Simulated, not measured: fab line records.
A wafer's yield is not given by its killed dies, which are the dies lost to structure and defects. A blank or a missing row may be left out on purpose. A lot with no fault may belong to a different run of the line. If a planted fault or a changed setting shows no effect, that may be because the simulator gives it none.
Split-lot experiment + flow n5Finfet + 21 wafers read from 7 lots, route of 1938 steps

== SPLIT DETAILS ==
At N5_BEOL_M8_ILD_DEP_00 (deposits SiCOH lowk from DEMS/porogen, target thk 179.75 nm, time 33.4 s), the setting timeS was moved away from the recipe's 33.4 s on 4 of the 21 wafers read, by -6.6% to +9.9%. All remaining wafers had this setting at the recipe value.

== FROM SPLIT TO READING: 1 step shown by the file between the two ==
- N5_BEOL_M8_CURE_74: cures SiCOH lowk, time 240 s

== THE READING ==
M8_ILD_THK at N5_BEOL_M8_THK_MEAS_01, in nm. On this fab line, fault-free wafers typically give 156.1 nm with a standard deviation of 2.4 nm.

| wafer  | tool, chamber at the split | timeS as run, s | against the recipe | M8_ILD_THK, nm | against lot-mates on the recipe |
|--------|----------------------------|-----------------|--------------------|----------------|---------------------------------|
| L076.2 | pecvd-04, 0                | 33.4            | recipe             | 153.2          | -                               |
| L076.4 | pecvd-04, 0                | 34.99           | +4.8%              | 164.8          | +11.6                           |
| L076.6 | pecvd-04, 1                | 34.99           | +4.8%              | 166.2          | +13.0                           |
| L083.1 | pecvd-01, 1                | 33.4            | recipe             | 156.9          | -                               |
| L083.4 | pecvd-01, 1                | 33.4            | recipe             | 159.8          | -                               |
| L083.5 | pecvd-01, 1                | 36.69           | +9.9%              | 172.2          | +13.8                           |
| L085.1 | pecvd-02, 0                | 33.4            | recipe             | 157.5          | -                               |
| L085.5 | pecvd-02, 0                | 33.4            | recipe             | 159.0          | -                               |
| L085.6 | pecvd-02, 1                | 33.4            | recipe             | 159.8          | -                               |
| L086.2 | pecvd-02, 0                | 33.4            | recipe             | 154.9          | -                               |
| L086.3 | pecvd-02, 2                | 33.4            | recipe             | 152.3          | -                               |
| L086.6 | pecvd-02, 0                | 33.4            | recipe             | 156.3          | -                               |
| L089.2 | pecvd-01, 1                | 31.19           | -6.6%              | 146.3          | -10.6                           |
| L089.4 | pecvd-01, 1                | 33.4            | recipe             | 156.9          | -                               |
| L089.6 | pecvd-01, 0                | 33.4            | recipe             | 157.0          | -                               |
| L088.2 | pecvd-02, 1                | 33.4            | recipe             | 156.1          | -                               |
| L088.3 | pecvd-02, 0                | 33.4            | recipe             | 158.2          | -                               |
| L088.4 | pecvd-02, 2                | 33.4            | recipe             | 155.3          | -                               |
| L096.1 | pecvd-01, 1                | 33.4            | recipe             | 155.1          | -                               |
| L096.2 | pecvd-01, 2                | 33.4            | recipe             | 155.6          | -                               |
| L096.6 | pecvd-01, 2                | 33.4            | recipe             | 160.7          | -                               |

FIT RESULTS
A straight line over all 21 wafers: M8_ILD_THK changes by +1.63 nm for each +1% of timeS; r = +0.92; the points scatter about the line by 2.2 nm.
The same after taking each lot's own level away (the mean of its wafers on the recipe; 21 wafers): +1.72 nm for each +1%; r = +0.93; scatter 2.1 nm.
The reading moves by 17 nm for the largest change in timeS, on that fit.
From 153.20 to 158.77 nm: that is the span of the lots' own levels, equal to 2.3 times the standard deviation above.
The two slopes agree, so the slope changes little with the lot-to-lot level.
Check: for one of the wafers moved furthest among these (+9.9%), held out of the fit, the line's prediction against its lot-mates is +21 nm. Against them it came out at +13.8 nm.

== THESE WAFERS: OTHER SPLITS ==
These wafers also went through other splits before the reading. Each is held against what the fit with the lots' levels taken away leaves over:
| other split on the same wafers  | wafers away from the commonest value | r with M8_ILD_THK (lot level and that fit taken away) |
|---------------------------------|--------------------------------------|-------------------------------------------------------|
| N5_BEOL_M3_EXPOSE_25 doseMj     | 7                                    | -0.35                                                 |
| N5_BEOL_M4_PECVD_72 timeS       | 7                                    | +0.11                                                 |
| N5_BEOL_M5_COAT_22 spinRpm      | 5                                    | -0.10                                                 |
| N5_BEOL_M5_EXPOSE_25 doseMj     | 8                                    | -0.28                                                 |
| N5_BEOL_M6_ETCH_66 biasW        | 7                                    | +0.23                                                 |
| N5_BEOL_M6_TRENCH_ETCH_37 timeS | 7                                    | +0.36                                                 |

== THE WHOLE CHAIN: every reading that the file lists as answering this split, in the file's order ==
| step                   | what it does                                                             | reading                                                                                 | change (the file's fit)              | r (the file's) |
|------------------------|--------------------------------------------------------------------------|-----------------------------------------------------------------------------------------|--------------------------------------|----------------|
| N5_BEOL_M8_ILD_DEP_00  | deposits SiCOH lowk from DEMS/porogen, target thk 179.75 nm, time 33.4 s | SiCOH_lowk_of_BEOL_M8_ILD_DEP_00.thkNm (the simulator's own value, which no gauge read) | +1.87 nm for each +1% of the setting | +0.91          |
| N5_BEOL_M8_CURE_74     | cures SiCOH lowk, time 240 s                                             | SiCOH_lowk_of_BEOL_M8_ILD_DEP_00.thkNm (the simulator's own value, which no gauge read) | +1.63 nm for each +1% of the setting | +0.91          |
| N5_BEOL_M8_THK_MEAS_01 |                                                                          | M8_ILD_THK                                                                              | +1.63 for each +1% of the setting    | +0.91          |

== FILE'S OWN FIT ==
M8_ILD_THK changes by +1.63 nm for each +1% of timeS, r = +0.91.
